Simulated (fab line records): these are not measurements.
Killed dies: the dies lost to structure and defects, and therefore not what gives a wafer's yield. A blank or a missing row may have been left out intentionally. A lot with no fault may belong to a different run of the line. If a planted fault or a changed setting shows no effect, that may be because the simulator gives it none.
fab line records + flow n5Finfet + part 2 of 2: steps 24 to 32 of 32
record:
- lots: 5
- wafers: 15
- lastDay: 18
route steps=1938 shown PMOS_HMC_CHANNEL_EPI@66 FIN_SAQP@90
lots untouched by any fault: they come from a run of this same line in which no faults occurred
startH: start of the lot's first displayed wafer, in hours after the record's first day + waitH: time in hours since the lot's previous step + " unchanged from the row above + L1.1+2: a single row standing in for several wafers + - either no value or no given start + * or withheld: withheld + < > ~ a bound
route shown NAME@n: names a module that has steps shown in the file, with the first one's number in the route + usual: mean and standard deviation over wafers with no fault + same: alike in all rows + chamber/n: place in a boat + sites: each site's reading + _std_site: their standard deviation + _edge_site: mean of outer sites minus mean of inner sites + radiusMm: for every site, how far away it sits from the centre of the wafer + mask NAME#n: copy n + behind: the tool/chamber that last shaped the wafer + hold: why the lot was held/for how many hours/how that ended + device: the n, p or np transistor that did not switch + end of line: the route-end tests of the same wafers + a step without rows: its recipe alone + killed: the dies lost at the first sort to structure and to defects; this is not the yield of the wafer + map: per-die view of a wafer (x killed, . not killed, _ where there is no die)
set.NAME: the run value of the setting; set.NAME@STEP: its run value at that earlier step + model.NAME: the simulator's own value behind a step, which no gauge read
lots seen at some steps along the route; tables by step, rows by wafer
services: from which hour (startH, from the record's first day; less than 0 if before it) a tool's chamber was out of use, for how many hours, and why
== steps ==
step: N5_FIN_SAQP_PRECLEAN_42
recipe:
- chemistry: O3/DIW
- timeS: 60
- tempC: 22
- o3Ppm: 10
| lot.wafer  | tool        | chamber | startH | waitH |
|------------|-------------|---------|--------|-------|
| L077.2+4+5 | wetBench-04 | 3,5,0   | 38.05  | 0.0   |
| L080.1+2+6 | wetBench-06 | 7,6,3   | 56.36  | 0.0   |
| L087.3+5+6 | wetBench-04 | 2,7,3   | 98.12  | 0.0   |
| L092.1+3+5 | wetBench-02 | 2,3,6   | 128.98 | 0.0   |
| L096.2+4+6 | wetBench-04 | 2,7,6   | 152.35 | 0.0   |
step: N5_FIN_SAQP_PRECLEAN_00
recipe:
- chemistry: SC1
- timeS: 60
- tempC: 55
- mix: 1:2:50
usual:
- h2o2FlowMLMin: 56.60/0.17
| lot.wafer | tool        | chamber | startH | waitH | h2o2FlowMLMin |
|-----------|-------------|---------|--------|-------|---------------|
| L077.2    | wetBench-04 | 3       | 38.07  | 0.0   | 56.48         |
| L077.4    | "           | 5       | "      | "     | 56.69         |
| L077.5    | "           | 0       | "      | "     | 56.60         |
| L080.1    | wetBench-06 | 7       | 56.38  | 0.0   | 56.56         |
| L080.2    | "           | 6       | "      | "     | 56.71         |
| L080.6    | "           | 3       | "      | "     | 56.46         |
| L087.3    | wetBench-04 | 2       | 98.14  | 0.0   | 56.21         |
| L087.5    | "           | 7       | "      | "     | 56.54         |
| L087.6    | "           | 3       | "      | "     | 56.43         |
| L092.1    | wetBench-02 | 2       | 129.00 | 0.0   | 56.66         |
| L092.3    | "           | 3       | "      | "     | 56.58         |
| L092.5    | "           | 6       | "      | "     | 56.41         |
| L096.2    | wetBench-04 | 2       | 152.37 | 0.0   | 56.58         |
| L096.4    | "           | 7       | "      | "     | 56.58         |
| L096.6    | "           | 6       | "      | "     | 56.67         |
step: N5_FIN_SAQP_PRECLEAN_44
recipe:
- chemistry: SC2
- timeS: 45
- tempC: 35
- mix: 1:1:50
| lot.wafer  | tool        | chamber | startH | waitH |
|------------|-------------|---------|--------|-------|
| L077.2+4+5 | wetBench-04 | 3,5,0   | 38.08  | 0.0   |
| L080.1+2+6 | wetBench-06 | 7,6,3   | 56.40  | 0.0   |
| L087.3+5+6 | wetBench-04 | 2,7,3   | 98.15  | 0.0   |
| L092.1+3+5 | wetBench-02 | 2,3,6   | 129.02 | 0.0   |
| L096.2+4+6 | wetBench-04 | 2,7,6   | 152.38 | 0.0   |
step: N5_FIN_SAQP_SRD_01
recipe:
- dry: ipaMarangoni
- timeS: 30
- tempC: 23
- rinseLiquid: diw
| lot.wafer  | tool        | chamber | startH | waitH |
|------------|-------------|---------|--------|-------|
| L077.2+4+5 | wetBench-04 | 3,5,0   | 38.10  | 0.0   |
| L080.1+2+6 | wetBench-06 | 7,6,3   | 56.41  | 0.0   |
| L087.3+5+6 | wetBench-04 | 2,7,3   | 98.17  | 0.0   |
| L092.1+3+5 | wetBench-02 | 2,3,6   | 129.03 | 0.0   |
| L096.2+4+6 | wetBench-04 | 2,7,6   | 152.40 | 0.0   |
step: N5_FIN_SAQP_ALD_61
recipe:
- material: SiO2
- targetThkA: 40
- tempC: 300
- aldPrecursorFamily: BDEAS
- aldCoReactant: O2-plasma
- pulseTimeS: 1
- purgeTimeS: 2
- coReactantPurgeTimeS: 2
- aldCycles: 43
- pressureTorr: 2
usual:
- chamberPressureTorr: 2.000/0.0045
- heaterPowerW: 473/41
- precursorPulseHeightRel: 1.000/0.021
| lot.wafer | tool      | chamber | startH | waitH | chamberPressureTorr | heaterPowerW | precursorPulseHeightRel |
|-----------|-----------|---------|--------|-------|---------------------|--------------|-------------------------|
| L077.2    | aldSin-01 | 3       | 38.14  | 0.0   | 2.001               | 455          | 0.993                   |
| L077.4    | "         | 1       | "      | "     | 2.003               | 458          | 0.933                   |
| L077.5    | "         | 0       | "      | "     | 1.998               | 443          | 0.997                   |
| L080.1    | aldSin-01 | 1       | 56.46  | 0.0   | 2.003               | 472          | 1.035                   |
| L080.2    | "         | 2       | "      | "     | 2.005               | 495          | 0.993                   |
| L080.6    | "         | 2       | "      | "     | 1.999               | 489          | 0.997                   |
| L087.3    | aldSin-01 | 0       | 98.22  | 0.0   | 1.996               | 440          | 1.010                   |
| L087.5    | "         | 2       | "      | "     | 2.001               | 497          | 0.996                   |
| L087.6    | "         | 3       | "      | "     | 2.000               | 460          | 0.999                   |
| L092.1    | aldSin-01 | 2       | 129.08 | 0.0   | 1.996               | 493          | 1.002                   |
| L092.3    | "         | 1       | "      | "     | 2.009               | 464          | 0.962                   |
| L092.5    | "         | 2       | "      | "     | 2.003               | 496          | 1.019                   |
| L096.2    | aldSin-03 | 0       | 152.44 | 0.0   | 1.996               | 550          | 0.995                   |
| L096.4    | "         | 1       | "      | "     | 1.999               | 426          | 0.992                   |
| L096.6    | "         | 3       | "      | "     | 2.007               | 399          | 1.015                   |
step: N5_FIN_SAQP_DENSIFY_62
recipe:
- tempC: 700
- timeS: 60
- ambient: N2
- idleTempC: 600
- rampUpCPerS: 150
- rampDownCPerS: 60
- coolToC: 600
usual:
- lampPowerPct: 9.86/0.051
- lamp_zone_7_pct: 10.267/0.01
- wafer_temp_C_max: 703.4/0.66
| lot.wafer | tool         | chamber | startH | waitH | lampPowerPct | lamp_zone_7_pct | wafer_temp_C_max |
|-----------|--------------|---------|--------|-------|--------------|-----------------|------------------|
| L077.2    | rtpAnneal-01 | 0       | 38.40  | 0.2   | 9.81         | 10.262          | 702.5            |
| L077.4    | "            | 0       | "      | "     | 9.90         | 10.268          | 702.7            |
| L077.5    | "            | 0       | "      | "     | 9.95         | 10.282          | 705.3            |
| L080.1    | rtpAnneal-02 | 0       | 56.66  | 0.1   | 9.87         | 10.285          | 703.0            |
| L080.2    | "            | 0       | "      | "     | 9.88         | 10.266          | 702.7            |
| L080.6    | "            | 0       | "      | "     | 9.76         | 10.273          | 703.2            |
| L087.3    | rtpAnneal-01 | 0       | 98.48  | 0.2   | 9.84         | 10.260          | 703.3            |
| L087.5    | "            | 0       | "      | "     | 9.86         | 10.274          | 702.8            |
| L087.6    | "            | 0       | "      | "     | 9.86         | 10.288          | 705.5            |
| L092.1    | rtpAnneal-01 | 0       | 129.32 | 0.2   | 9.82         | 10.272          | 703.4            |
| L092.3    | "            | 0       | "      | "     | 9.85         | 10.264          | 702.9            |
| L092.5    | "            | 0       | "      | "     | 9.93         | 10.273          | 703.0            |
| L096.2    | rtpAnneal-01 | 0       | 152.68 | 0.1   | 9.80         | 10.257          | 702.1            |
| L096.4    | "            | 0       | "      | "     | 9.84         | 10.267          | 702.9            |
| L096.6    | "            | 0       | "      | "     | 9.83         | 10.281          | 702.7            |
step: N5_FIN_SAQP_HM_DEP_03
recipe:
- material: SiNx
- targetThkA: 380
- tempC: 400
- precursor: SiH4/NH3/N2
- pressureTorr: 1.5
- rfW: 300
- timeS: 33.6
usual:
- chamberPressureTorr: 1.500/0.0035
- heaterPowerW: 752/110
- showerheadPlenumPTorr: 5.12/0.063
- throttleValvePct: 40.6/2.4
| lot.wafer | tool     | chamber | startH | waitH | chamberPressureTorr | heaterPowerW | showerheadPlenumPTorr | throttleValvePct |
|-----------|----------|---------|--------|-------|---------------------|--------------|-----------------------|------------------|
| L077.2    | pecvd-01 | 0       | 38.58  | 0.2   | 1.499               | 747          | 5.10                  | 40.4             |
| L077.4    | "        | 1       | "      | "     | 1.503               | 586          | 5.16                  | 43.6             |
| L077.5    | "        | 0       | "      | "     | 1.501               | 758          | 5.09                  | 40.2             |
| L080.1    | pecvd-01 | 1       | 56.87  | 0.2   | 1.495               | 599          | 5.15                  | 43.4             |
| L080.2    | "        | 0       | "      | "     | 1.496               | 738          | 5.09                  | 40.5             |
| L080.6    | "        | 1       | "      | "     | 1.501               | 598          | 5.16                  | 43.6             |
| L087.3    | pecvd-01 | 1       | 98.64  | 0.1   | 1.499               | 641          | 5.16                  | 44.0             |
| L087.5    | "        | 2       | "      | "     | 1.503               | 847          | 4.96                  | 38.4             |
| L087.6    | "        | 0       | "      | "     | 1.503               | 739          | 5.07                  | 40.8             |
| L092.1    | pecvd-03 | 0       | 129.54 | 0.2   | 1.498               | 792          | 5.12                  | 38.5             |
| L092.3    | "        | 1       | "      | "     | 1.503               | 920          | 5.12                  | 37.9             |
| L092.5    | "        | 1       | "      | "     | 1.504               | 949          | 5.12                  | 38.1             |
| L096.2    | pecvd-03 | 0       | 152.86 | 0.2   | 1.498               | 777          | 5.12                  | 38.4             |
| L096.4    | "        | 0       | "      | "     | 1.498               | 774          | 5.11                  | 38.3             |
| L096.6    | "        | 1       | "      | "     | 1.498               | 953          | 5.11                  | 37.8             |
step: N5_FIN_SAQP_THK_MEAS_05
usual:
- thkNm: 37.9/0.69
| lot.wafer | tool         | chamber | startH | waitH | thkNm |
|-----------|--------------|---------|--------|-------|-------|
| L077.2    | filmMetro-01 | -       | 38.67  | 0.1   | 37.7  |
| L077.4    | "            | -       | "      | "     | 38.5  |
| L077.5    | "            | -       | "      | "     | 38.3  |
| L080.1    | filmMetro-02 | -       | 56.96  | 0.1   | 37.2  |
| L080.2    | "            | -       | "      | "     | 37.8  |
| L080.6    | "            | -       | "      | "     | 37.9  |
| L087.3    | filmMetro-02 | -       | 98.72  | 0.1   | 37.2  |
| L087.5    | "            | -       | "      | "     | 38.7  |
| L087.6    | "            | -       | "      | "     | 38.3  |
| L092.1    | filmMetro-01 | -       | 129.65 | 0.1   | 37.9  |
| L092.3    | "            | -       | "      | "     | 37.9  |
| L092.5    | "            | -       | "      | "     | 37.8  |
| L096.2    | filmMetro-01 | -       | 152.97 | 0.1   | 38.3  |
| L096.4    | "            | -       | "      | "     | 39.1  |
| L096.6    | "            | -       | "      | "     | 38.3  |
step: N5_FIN_SAQP_PECVD_47
recipe:
- material: a-Si
- targetThkA: 450
- tempC: 400
- precursor: SiH4/He
- pressureTorr: 3
- rfW: 100
- timeS: 36.3
usual:
- chamberPressureTorr: 3.001/0.0067
- heaterPowerW: 857/120
- showerheadPlenumPTorr: 5.67/0.041
- throttleValvePct: 18.5/1.1
| lot.wafer | tool     | chamber | startH | waitH | chamberPressureTorr | heaterPowerW | showerheadPlenumPTorr | throttleValvePct |
|-----------|----------|---------|--------|-------|---------------------|--------------|-----------------------|------------------|
| L077.2    | pecvd-04 | 0       | 38.71  | 0.0   | 3.000               | 838          | 5.66                  | 19.0             |
| L077.4    | "        | 0       | "      | "     | 3.000               | 853          | 5.66                  | 19.0             |
| L077.5    | "        | 1       | "      | "     | 2.999               | 771          | 5.67                  | 20.1             |
| L080.1    | pecvd-04 | 1       | 57.00  | 0.0   | 3.003               | 702          | 5.67                  | 20.0             |
| L080.2    | "        | 2       | "      | "     | 2.994               | 727          | 5.68                  | 17.0             |
| L080.6    | "        | 1       | "      | "     | 3.008               | 697          | 5.67                  | 19.9             |
| L087.3    | pecvd-04 | 1       | 98.78  | 0.1   | 3.010               | 768          | 5.68                  | 19.7             |
| L087.5    | "        | 0       | "      | "     | 2.994               | 857          | 5.65                  | 19.4             |
| L087.6    | "        | 1       | "      | "     | 3.002               | 778          | 5.68                  | 19.9             |
| L092.1    | pecvd-01 | 1       | 129.69 | 0.0   | 3.004               | 725          | 5.68                  | 19.9             |
| L092.3    | "        | 2       | "      | "     | 2.992               | 899          | 5.53                  | 17.9             |
| L092.5    | "        | 1       | "      | "     | 2.998               | 708          | 5.68                  | 20.1             |
| L096.2    | pecvd-04 | 2       | 153.01 | 0.0   | 3.004               | 775          | 5.70                  | 17.2             |
| L096.4    | "        | 2       | "      | "     | 3.019               | 758          | 5.69                  | 17.2             |
| L096.6    | "        | 0       | "      | "     | 2.996               | 908          | 5.66                  | 19.4             |
== services ==
| tool         | chamber | startH | hours | kind   |
|--------------|---------|--------|-------|--------|
| pecvd-03     | 0       | 25.92  | 13.7  | repair |
| cmp-04       | -       | 38.85  | 1.6   | repair |
| pecvd-01     | 0       | 51.20  | 3.6   | repair |
| rieDiel-03   | 0       | 55.84  | 5.4   | repair |
| cmp-04       | -       | 59.94  | 0.6   | repair |
| aldSin-01    | -       | 62.04  | 2.5   | repair |
| epiRpcvd-04  | -       | 63.60  | 0.6   | repair |
| rieSi-06     | -       | 70.44  | 0.3   | repair |
| pecvd-03     | 1       | 76.77  | 5.0   | repair |
| aldSin-03    | 0       | 79.03  | 7.5   | repair |
| epiRpcvd-04  | -       | 80.05  | 8.1   | pm     |
| rtpAnneal-01 | -       | 83.50  | 4.2   | pm     |
| cmp-04       | -       | 89.26  | 4.1   | pm     |
| rieSi-06     | 2       | 90.65  | 7.5   | repair |
| cmp-02       | -       | 92.92  | 8.0   | repair |
| pecvd-04     | 2       | 96.11  | 9.0   | repair |
| pecvd-03     | -       | 96.70  | 1.1   | repair |
| rieSi-05     | 2       | 98.46  | 6.1   | repair |
| aldSin-03    | 3       | 101.49 | 2.7   | repair |
| cmp-02       | -       | 103.92 | 0.5   | repair |
| aldSin-01    | -       | 112.61 | 0.8   | repair |
| pecvd-04     | -       | 125.96 | 1.0   | repair |
| rieSi-05     | -       | 133.79 | 0.1   | repair |
| rieSi-06     | 2       | 139.66 | 1.6   | repair |
